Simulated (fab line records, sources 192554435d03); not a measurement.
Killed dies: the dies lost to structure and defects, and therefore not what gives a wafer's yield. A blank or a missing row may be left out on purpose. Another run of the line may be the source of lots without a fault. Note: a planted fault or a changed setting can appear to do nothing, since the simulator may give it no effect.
Chamber matching	flow n5Finfet	N5_BEOL_M11_PRECLEAN_42 on wetBench-06: 6 sister chambers
The step cleans in residue remover, time 60 s. 6 wafers are shown with their chamber, then 6 later ones without.

== WAFERS WITH THEIR CHAMBER ==
wafer	chamber	bathHeatDutyPct (%)
L284.6	6	4.9
L285.3	7	4.2
L285.4	2	3.7
L285.5	4	4.5
L288.3	3	4.1
L288.4	5	5.4

== WAFERS WITHOUT THEIR CHAMBER ==
wafer	bathHeatDutyPct (%)
L288.6	3.7
L291.1	4.2
L291.2	3.6
L291.4	3.4
L300.1	5.2
L300.5	4.6

== THE CHAMBER EACH PASSED THROUGH ==
wafer	from the rows above	in truth
L288.6	2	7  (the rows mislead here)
L291.1	can't be placed: 7 or 3 or 4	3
L291.2	2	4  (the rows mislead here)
L291.4	2	2
L300.1	can't be placed: 5 or 6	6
L300.5	can't be placed: 4 or 6 or 7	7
Placed correctly: 1 of 6. Can't be placed from these rows: 3 (the true chamber is among the candidates in 3). Number placed wrongly: 2.
How it was worked out, from the rows above alone: a wafer's distance from a chamber is the root of the sum, over the readings, of the square of ((its reading less the chamber's mean) divided by the reading's scatter). The wafer belongs to the nearest chamber; if the next one is less than 2 further off, it can't be placed. The mean given for a chamber averages the wafers shown for that chamber. The scatter (one wafer shown for each chamber): square how far every hidden wafer sits from the nearest shown wafer, average those squares and take the square root.
